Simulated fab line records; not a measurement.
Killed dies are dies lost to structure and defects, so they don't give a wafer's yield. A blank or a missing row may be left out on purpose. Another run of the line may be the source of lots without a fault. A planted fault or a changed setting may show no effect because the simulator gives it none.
fab line records	flow nand_harc
[record] lots = 6	wafers = 18	last_day = 29
route steps=1302 shown A_SLIT@944 A_SIN_REMOVE@947 A_WL_FILL@952 A_CONTACT@983 END@1302
lots that met no fault: taken from a fault-free run of the same line
start_h: start of the lot's first displayed wafer, in hours after the record's first day	wait_h: hours from the lot's prior step to this one	" same as the row above	L1.1+2: one row covering several wafers at once	- no value, or no start was given	* or withheld: withheld	< > ~ a bound
route shown NAME@n: a module of which the file shows steps, and the number in the route of the first	usual: mean/standard deviation taken from wafers without a fault	same: alike in all rows	chamber/n: place in a boat	sites: per-site readings	_std_site: standard deviation across them	_edge_site: outer sites' mean less inner sites'	radius_mm: how far each site lies from the wafer's centre	mask NAME#n: copy n	behind: tool/chamber where the wafer was last shaped	hold: why the lot was held/for how many hours/how that ended	device: transistor that didn't switch, given as n, p or np	end of line: the same wafers' tests at the end of the route	step lacking rows: just its recipe	killed: the dies lost at the first sort to structure and to defects; this is not the yield of the wafer	map: the dies of a wafer, with x for killed, . for not killed, _ for no die there
set.NAME: setting as actually run; set.NAME@STEP: the setting as run at that earlier step	model.NAME: the simulator's own value behind a step, which no gauge read
certain route steps with their lots: each step a table, each wafer a row
services: the hour from which a tool's chamber was out of use, counted from the record's first day as start_h (under 0 if before that day), plus the number of hours and why
[[steps]]
[step NHARC_A_SLIT_PRECLEAN_19]
[recipe] time_s = *	temp_c = 50	bath_age_min = 0	chemistry = SC1
[step NHARC_A_SLIT_SRD_20]
[step NHARC_A_SLIT_CD_MEAS_21]
[usual] cd_nm = 289.7/0.72
lot.wafer	tool	chamber	start_h	wait_h	cd_nm
L467.1	cd_sem-01	-	472.53	-	290.3
L467.2	"	-	"	"	289.6
L467.4	"	-	"	"	289.9
L468.1	cd_sem-03	-	472.67	-	289.4
L468.5	"	-	"	"	290.3
L468.6	"	-	"	"	290.0
L469.1	cd_sem-02	-	490.88	-	289.1
L469.2	"	-	"	"	290.5
L469.6	"	-	"	"	289.8
L472.2	cd_sem-02	-	528.24	-	290.1
L472.3	"	-	"	"	290.0
L472.6	"	-	"	"	290.2
L475.1	cd_sem-02	-	564.34	-	288.9
L475.3	"	-	"	"	289.6
L475.5	"	-	"	"	289.0
L478.1	cd_sem-01	-	577.41	-	289.8
L478.5	"	-	"	"	289.5
L478.6	"	-	"	"	289.7
[step NHARC_A_SIN_REMOVE_WET_00]
[recipe] temp_c = 160	time_s = 15300	chemistry = H3PO4
[step NHARC_A_SIN_REMOVE_PRECLEAN_01]
[recipe] time_s = *	temp_c = 50	bath_age_min = 0	chemistry = SC1
[step NHARC_A_SIN_REMOVE_SRD_02]
[step NHARC_A_SIN_REMOVE_INSPECT_04]
[usual] raw_defect_count = 386/84
lot.wafer	tool	chamber	start_h	wait_h	raw_defect_count
L468.1	defect_inspect-02	-	479.13	0.0	380
L468.5	"	-	"	"	422
L468.6	"	-	"	"	391
L467.1	defect_inspect-01	-	479.13	0.0	407
L467.2	"	-	"	"	495
L467.4	"	-	"	"	460
L469.1	defect_inspect-02	-	504.52	0.0	513
L469.2	"	-	"	"	504
L469.6	"	-	"	"	527
L472.2	defect_inspect-02	-	534.63	0.0	588
L472.3	"	-	"	"	431
L472.6	"	-	"	"	467
L475.1	defect_inspect-02	-	570.99	0.0	449
L475.3	"	-	"	"	498
L475.5	"	-	"	"	605
L478.1	defect_inspect-02	-	584.00	0.0	268
L478.5	"	-	"	"	287
L478.6	"	-	"	"	265
[step NHARC_A_WL_FILL_ALD_00]
[recipe] target_thk_a = 30	pulse_time_s = 3	ald_cycles = 30	temp_c = 300	material = Al2O3
[step NHARC_A_WL_FILL_RTA_01]
[recipe] temp_c = 1000	time_s = 5
[step NHARC_A_WL_FILL_ALD_02]
[recipe] target_thk_a = 20	pulse_time_s = 3	ald_cycles = 100	temp_c = 450	material = TiN
[step NHARC_A_WL_FILL_CVD_03]
[recipe] target_thk_a = 400	temp_c = 300	pressure_torr = 40	wf6_flow_sccm = 40	h2_flow_sccm = 1600	ar_flow_sccm = 1560	time_s = 279	material = W
[usual] heater_power_w = 501/41	throttle_valve_pct = 8.0/0.35
lot.wafer	tool	chamber	start_h	wait_h	heater_power_w	throttle_valve_pct
L468.1	cvd_w-01	1	480.10	0.1	478	7.7
L468.6	"	1	"	"	478	7.5
L468.5	"	0	"	"	567	7.9
L467.2	cvd_w-02	1	480.27	0.1	460	8.3
L467.1	"	0	"	"	516	8.3
L467.4	"	1	"	"	434	8.4
L469.2	cvd_w-01	1	505.53	0.1	487	8.0
L469.1	"	0	"	"	558	7.8
L469.6	"	0	"	"	563	7.6
L472.2	cvd_w-01	1	535.79	0.1	486	7.7
L472.3	"	1	"	"	482	7.9
L472.6	"	1	"	"	494	7.8
L475.1	cvd_w-01	1	572.01	0.1	459	7.8
L475.3	"	1	"	"	461	7.5
L475.5	"	1	"	"	452	7.5
L478.1	cvd_w-01	0	585.97	0.1	555	7.6
L478.6	"	0	"	"	554	7.5
L478.5	"	1	"	"	475	7.6
[step NHARC_A_WL_FILL_ETCHBACK_04]
[recipe] target_depth_a = 600	time_s = 120	chemistry = NF3
[step NHARC_A_WL_FILL_ETCHBACK_05]
[recipe] target_depth_a = 220	time_s = 60	temp_c = 40	chemistry = Cl2/BCl3
[usual] drypump_motor_current_A = 5.7/0.5	oes_product_au = 0.998/0.0068
lot.wafer	tool	chamber	start_h	wait_h	drypump_motor_current_A	oes_product_au	rf_hours_counter_h
L468.1	rie_metal-02	0	480.72	0.2	5.5	0.988	0.6
L468.6	"	0	"	"	5.6	0.992	-
L468.5	"	1	"	"	6.1	0.999	-
L467.2	rie_metal-01	1	480.88	0.2	5.3	1.000	1.2
L467.1	"	0	"	"	5.5	1.001	1.2
L467.4	"	1	"	"	5.3	1.003	-
L469.1	rie_metal-02	0	506.15	0.2	5.6	0.988	1.3
L469.2	"	1	"	"	6.1	0.989	1.3
L469.6	"	0	"	"	5.5	0.994	-
L472.2	rie_metal-03	1	536.41	0.2	6.4	1.009	0.4
L472.3	"	0	"	"	5.1	1.008	-
L472.6	"	0	"	"	5.1	1.007	-
L475.1	rie_metal-03	1	572.57	0.2	6.4	0.989	1.3
L475.3	"	1	"	"	6.4	0.997	-
L475.5	"	0	"	"	5.1	0.993	-
L478.1	rie_metal-03	1	586.59	0.2	6.4	0.996	1.6
L478.5	"	0	"	"	5.1	0.998	-
L478.6	"	1	"	"	6.4	0.984	-
[step NHARC_A_WL_FILL_STRIP_27]
[recipe] power_w = 1500	temp_c = 250	time_s = 20	chemistry = N2/H2
[step NHARC_A_WL_FILL_STRIP_28]
[recipe] time_s = 1200	temp_c = 72.5	chemistry = post_etch_residue_remover
[step NHARC_A_WL_FILL_PRECLEAN_06]
[recipe] time_s = 300	chemistry = DIW
[step NHARC_A_WL_FILL_SRD_07]
[step NHARC_A_WL_FILL_ANNEAL_08]
[recipe] temp_c = 450	time_s = 1800
[step NHARC_A_WL_FILL_ALD_10]
[recipe] target_thk_a = 500	pulse_time_s = 10	ald_cycles = 500	temp_c = 300	material = SiO2
[step NHARC_A_WL_FILL_ETCHBACK_16]
[recipe] target_depth_a = 1200	time_s = 24	c4f8_flow_sccm = withheld	o2_flow_sccm = 8	ar_flow_sccm = withheld	rf_w = 600	bias_w = 800	chemistry = C4F8/O2/Ar
[step NHARC_A_WL_FILL_STRIP_29]
[recipe] time_s = 20	o2_flow_sccm = 500	ar_flow_sccm = 0	bias_w = 0	chemistry = O2
[usual] drypump_motor_current_A = 5.8/0.49	oes_product_au = 0.998/0.0073	rf_vpp_V = 57.9/0.88	showerhead_plenum_p_Torr = 3.61/0.13	throttle_valve_pct = 17.037/0.0091
lot.wafer	tool	chamber	start_h	wait_h	drypump_motor_current_A	oes_product_au	rf_hours_counter_h	rf_vpp_V	showerhead_plenum_p_Torr	throttle_valve_pct
L467.2	rie_diel-02	1	491.19	0.1	5.4	1.008	5.1	58.6	3.76	17.034
L467.4	"	2	"	"	5.8	1.009	4.0	59.1	3.78	17.039
L467.1	"	3	"	"	5.0	1.001	4.8	57.4	3.67	17.030
L468.1	rie_diel-13	0	491.23	0.1	6.5	1.003	4.1	56.9	3.60	17.039
L468.5	"	3	"	"	6.3	0.989	-	57.7	3.66	17.031
L468.6	"	0	"	"	6.5	1.006	-	58.1	3.60	17.022
L469.1	rie_diel-11	0	519.74	0.1	6.0	1.004	2.1	58.3	3.62	17.042
L469.2	"	1	"	"	5.7	0.986	2.2	57.1	3.46	17.033
L469.6	"	2	"	"	6.6	1.004	-	57.4	3.31	17.038
L472.3	rie_diel-13	3	546.17	0.1	6.3	0.992	0.7	58.1	3.66	17.044
L472.2	"	0	"	"	6.5	1.003	0.7	58.6	3.59	17.049
L472.6	"	3	"	"	6.3	0.984	-	57.5	3.66	17.041
L475.3	rie_diel-11	3	584.41	0.1	5.5	1.002	3.7	57.0	3.56	17.028
L475.1	"	0	"	"	6.0	1.007	4.0	56.5	3.62	17.031
L475.5	"	2	"	"	6.5	1.008	-	55.9	3.31	17.040
L478.1	rie_diel-02	2	597.86	0.1	5.8	0.993	1.4	57.7	3.78	17.036
L478.5	"	2	"	"	5.8	0.984	-	59.1	3.78	17.036
L478.6	"	3	"	"	5.0	1.004	-	57.8	3.66	17.046
[step NHARC_A_WL_FILL_ETCHBACK_17]
[recipe] target_depth_a = 40	time_s = 26.7	chemistry = Cl2/BCl3
[usual] drypump_motor_current_A = 5.6/0.39	oes_product_au = 0.999/0.0063
lot.wafer	tool	chamber	start_h	wait_h	drypump_motor_current_A	oes_product_au	rf_hours_counter_h
L467.1	rie_metal-01	1	491.27	-	5.3	1.011	1.3
L467.2	"	0	"	"	5.6	1.003	1.3
L467.4	"	1	"	"	5.3	0.996	-
L468.1	rie_metal-03	1	491.33	-	6.4	0.995	2.4
L468.5	"	0	"	"	5.0	1.011	-
L468.6	"	1	"	"	6.4	1.001	-
L469.2	rie_metal-01	0	519.82	-	5.6	1.011	1.7
L469.1	"	1	"	"	5.3	0.991	1.7
L469.6	"	0	"	"	5.6	1.004	-
L472.2	rie_metal-03	1	546.28	-	6.4	1.006	0.5
L472.3	"	1	"	"	6.4	1.000	-
L472.6	"	1	"	"	6.4	0.997	-
L475.1	rie_metal-01	1	584.51	-	5.3	1.012	0
L475.3	"	0	"	"	5.6	1.003	-
L475.5	"	1	"	"	5.3	0.997	-
L478.1	rie_metal-02	1	597.97	-	6.1	0.991	2.4
L478.5	"	0	"	"	5.5	0.987	-
L478.6	"	1	"	"	6.0	0.989	-
[step NHARC_A_WL_FILL_PRECLEAN_18]
[recipe] time_s = 30	chemistry = dHF
[step NHARC_A_WL_FILL_SRD_21]
[step NHARC_A_WL_FILL_CVD_23]
[recipe] target_thk_a = 400	temp_c = 620	pressure_mtorr = 200	time_s = 800	material = poly-Si
[step NHARC_A_WL_FILL_ETCHBACK_26]
[recipe] target_depth_a = 520	time_s = 13.3	hbr_flow_sccm = 150	rf_w = 350	icp_w = 350	bias_w = 60	chemistry = HBr
[step NHARC_A_WL_FILL_PRECLEAN_30]
[recipe] time_s = 10	chemistry = dHF
[step NHARC_A_WL_FILL_SRD_14]
[step NHARC_A_WL_FILL_ALD_19]
[recipe] target_thk_a = 20	pulse_time_s = 3	ald_cycles = 100	temp_c = 450	material = TiN
[step NHARC_A_WL_FILL_CVD_20]
[recipe] target_thk_a = 1000	temp_c = 400	pressure_torr = 40	wf6_flow_sccm = 40	h2_flow_sccm = 1600	ar_flow_sccm = 1560	time_s = 74	material = W
[usual] heater_power_w = 903/76	throttle_valve_pct = 7.9/0.32
lot.wafer	tool	chamber	start_h	wait_h	heater_power_w	throttle_valve_pct
L467.1	cvd_w-01	1	-	-	847	7.9
L467.2	"	0	"	"	993	7.9
L467.4	"	0	"	"	1009	7.8
L468.1	cvd_w-02	0	-	-	894	8.4
L468.6	"	1	"	"	810	8.4
L468.5	"	0	"	"	912	8.4
L469.1	cvd_w-01	1	-	-	844	7.5
L469.2	"	0	"	"	987	7.8
L469.6	"	1	"	"	864	7.9
L472.2	cvd_w-02	0	-	-	925	8.3
L472.3	"	0	"	"	927	8.0
L472.6	"	0	"	"	901	8.6
L475.1	cvd_w-02	0	-	-	920	8.3
L475.3	"	0	"	"	917	8.3
L475.5	"	1	"	"	807	8.2
L478.1	cvd_w-01	1	-	-	844	7.6
L478.6	"	1	"	"	831	7.8
L478.5	"	0	"	"	999	7.6
[step NHARC_A_WL_FILL_CMP_12]
[recipe] t_overpolish_s = 30	target_thk_nm = 100
[step NHARC_A_WL_FILL_SRD_31]
[step NHARC_A_WL_FILL_INSPECT_15]
[usual] raw_defect_count = 480/130
lot.wafer	tool	chamber	start_h	wait_h	raw_defect_count
L467.1	defect_inspect-02	-	497.62	0.0	469
L467.2	"	-	"	"	484
L467.4	"	-	"	"	490
L468.1	defect_inspect-01	-	497.69	0.0	448
L468.5	"	-	"	"	379
L468.6	"	-	"	"	398
L469.1	defect_inspect-02	-	526.06	0.0	508
L469.2	"	-	"	"	418
L469.6	"	-	"	"	488
L472.2	defect_inspect-01	-	553.03	0.0	651
L472.3	"	-	"	"	689
L472.6	"	-	"	"	670
L475.1	defect_inspect-02	-	590.81	0.0	602
L475.3	"	-	"	"	598
L475.5	"	-	"	"	469
L478.1	defect_inspect-01	-	604.16	0.0	322
L478.5	"	-	"	"	247
L478.6	"	-	"	"	446
[step NHARC_A_CONTACT_DEP_24]
[recipe] target_thk_a = 5000	temp_c = 400	pressure_torr = 6.5	rf_w = 900	teos_flow_sccm = 161.4	flow_sccm = 2650	target_thk_nm = 500	gas = O2	material = SiO2
[step NHARC_A_CONTACT_DEP_28]
[recipe] target_thk_a = 70000	temp_c = 400	material = aC
[usual] throttle_valve_pct = 34.999/0.0089
lot.wafer	tool	chamber	start_h	wait_h	throttle_valve_pct
L467.1	acl_dep-03	0	498.30	0.1	34.994
L467.2	"	0	"	"	35.002
L467.4	"	0	500.39	2.2	35.007
L468.1	acl_dep-02	0	498.36	0.1	34.989
L468.5	"	0	501.17	2.9	34.991
L468.6	"	0	"	"	34.988
L469.1	acl_dep-01	0	526.76	0.1	34.995
L469.2	"	0	"	"	35.020
L469.6	"	0	530.26	3.6	34.997
L472.2	acl_dep-03	0	557.78	4.1	34.993
L472.3	"	0	"	"	34.999
L472.6	"	0	560.62	6.9	35.014
L475.1	acl_dep-03	0	591.49	0.1	35.008
L475.5	"	0	594.30	2.9	35.002
L478.1	acl_dep-01	0	605.94	1.2	34.992
L478.5	"	0	608.78	4.0	34.990
[step NHARC_END_SORT_01]
[recipe] temp_c = 25
[usual] killed_at_array = 52/20	killed_at_other = 1.0/1.3	killed_at_periphery = 3.7/2.2	killed_dies = 57/20	killed_open = 3.2/1.6	killed_short = 2.4/1.6
[same] gross_dies = 677
lot.wafer	tool	chamber	start_h	wait_h	killed_at_array	killed_at_other	killed_at_periphery	killed_dies	killed_open	killed_short
L475.3	prober-01	0	666.49	3.1	448	1	1	450	7	4
L478.6	prober-02	0	685.28	4.0	387	0	2	389	3	1
// killed by level:class
L475.3 A_WL_FILL:area_cvd=377 A_SLIT:chamber_film_flake=27 A_CHANNEL_HOLE_D1:chamber_film_flake=23 A_CHANNEL_HOLE_D2:chamber_film_flake=6 A_SOURCE_PLATE:geometric_particle:short=2 A_CONTACT:geometric_particle:open=2 A_ONON_D1:geometric_particle:open=1 A_ONON_D2:geometric_particle:open=1
L478.6 A_WL_FILL:area_cvd=361 A_CHANNEL_HOLE_D1:chamber_film_flake=9 A_STAIRCASE:chamber_film_flake=4 A_SLIT:chamber_film_flake=4 A_CONTACT:chamber_film_flake=4 A_ONON_D1:geometric_particle:open=1 A_BLC:geometric_particle:short=1 A_M0:geometric_particle:open=1
// map L475.3 (x killed, . not)
____________x____________
_________....x.._________
_______...x......._______
______..x.xx...xx..______
_____x...x.x....x..._____
____xxx..x.x.xxx.....____
____x..x....x..xx..x.____
___x....x..xxx.x......___
___..x.xx.xxxxxx....xx___
__..xx...xxxx..x.x.x.xx__
__xxx.xxx..xx.xx.x...x.__
_xx.x...x.xxxxxx.xxx.xx._
_..x.x.x..xxxxx.x.xx.x.._
_x.xx.xxxxxxx..xxxxxx..._
_...xxxxx.x.x.xx.x.xx..x_
_x.x..xx..xxxx....xx..xx_
xx.x..xx.xx..xxxxxxx.xxxx
xxx..xxx..x.xxx..xx.x..x.
x..x.xxxxxx.xxx.xxxxxxx..
xxxxxxxx.xx.x.xxx.x..xxxx
xxx.x....xxxxxxxxxx.xxx..
_.xxxx.x.xx.xxx.xx.xxxxx_
_xxx.xxxxxxxxxxx.xxxxxxx_
_x.xxxxxxxxx..xxxxxx.x.x_
_xxxxxxxx.x.xxx.xxxxxxx._
_xx..xx...xxxxx.xxxxxx.x_
__xxxx.xxxxxxx.xxxxxxxx__
__..xxxxxxxxxxxxxxxxxxx__
___xxx.xxxxxxxxxxxx.xx___
___xxxxx.x.x.xxxxxxxxx___
____xxxxx..xxx..xxxxx____
____x.xxxx.xxxxx.x.xx____
_____xxxx.xxxxxxxxxx_____
______xxxxxxxxxxxxx______
_______xxxx.xxxxxx_______
_________xxxxx.._________
____________.____________
// map L478.6 (x killed, . not)
____________x____________
_________xx.xxx._________
_______xxx..xxxxxx_______
______x.x.x..x.xx.x______
_____.xx.x.....x.xxx_____
____..x.x....x.xxxxxx____
____xx..x.xx...xxxx..____
___..xxxx.....xxx.xxxx___
___x..xx.xxx..x.xxxxxx___
__x.x....x.xx..xx.xxxxx__
__x.x.x....x.x..xxxxxxx__
_x.x.x.x...x...xx.xxx.xx_
_..xxx....x..x...x.x..xx_
_xx...xxx.x.....x..x.xxx_
_x......x..........xxxxx_
_x..xx...x..........xxxx_
....xxxxx..x.x....xx.xxxx
xxx.....x....x.xxxx.xxxxx
x..x....x.x.x..x.xxxxxxxx
.x.xx....x.x.x..x..x.xxxx
xxx.x.xx..xx....x..xxxxxx
_xx..x.x......x.xxxx.xxx_
_xx.x.x......x..xxx.xxxx_
_x....x.xx.....x.x.xx.xx_
_xxxx.....xx....x.xxxxxx_
_.x.......x...x..xxxxxxx_
__x.x......x.x.x.xxxx.x__
__..x..xx.......xxxxxxx__
___xxx.xxx.x.xxx..x.xx___
___xx.x.xxx.xxxxxxxxxx___
____xxxxxx..xxx.xxxxx____
____xxxxxx.xxxxxxxxxx____
_____x.xx.xxxxxxxxxx_____
______xxxxxxx.xxxxx______
_______.xxxxxxxxxx_______
_________xxxxxxx_________
____________x____________
[[services]]
tool	chamber	start_h	hours	kind
rie_diel-02	1	460.39	11.7	repair
rie_diel-02	0	462.17	8.4	repair
rie_diel-02	-	463.64	0.5	repair
rie_diel-11	2	473.41	2.4	repair
cvd_w-01	-	474.00	1.2	repair
acl_dep-03	-	481.48	13.0	pm
rie_diel-02	1	498.64	16.3	repair
cvd_w-02	1	500.31	21.6	repair
rie_diel-13	-	519.00	9.0	pm
rie_metal-03	-	519.00	9.0	pm
rie_metal-01	1	525.53	9.0	repair
rie_metal-02	1	525.58	15.5	repair
rie_diel-02	-	537.75	0.9	repair
cvd_w-01	0	540.33	2.0	repair
rie_diel-13	2	543.28	13.5	repair
cvd_w-01	-	547.00	13.0	pm
cvd_w-02	1	548.82	13.1	repair
rie_diel-11	3	555.53	7.7	repair
rie_diel-02	-	570.70	9.0	pm
cvd_w-02	1	570.91	12.2	repair
rie_metal-01	-	575.00	9.0	pm
cvd_w-02	0	575.40	6.0	repair
cvd_w-02	-	584.96	1.1	repair
rie_diel-02	1	591.88	3.3	repair
[[key]]
[first_sign] step = NHARC_END_SORT_01	reading = killed_at_array	direction = up	sigmas = 18	usual = 52	struck = 418
[effect] step = NHARC_END_SORT_01	reading = killed_dies	direction = up	sigmas = 18	usual = 57	struck = 420
[more_kills_born_at] NHARC_A_WL_FILL_CVD_03@cvd_w-01 = 738
met_at NHARC_A_WL_FILL_CVD_03
struck_wafers L475.3,L478.6
later_rows_left_out L475.3,L478.6
tester_left_out L475,L478
onset_between 535.79 572.01
[fault] kind = process_parameter_drift	tool = cvd_w-01	chamber = -	onset_h = 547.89	steps = NHARC_A_WL_FILL_CVD_03	channel = target_thk_a	offset = *	shape = step	end_h = 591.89	scope = struck_wafers_only	acts_in = *	stated = *
// tester_left_out: of these lots the tester's yield and bins aren't shown, on N5 and GAA mostly nor the transistor test; their killed dies are dies lost to structure and defects alone, not to doping, threshold or leakage, so they don't give the yield
// later_rows_left_out: the simulator's readings of these wafers behind a module that went badly wrong aren't trusted and aren't shown, but for the sort
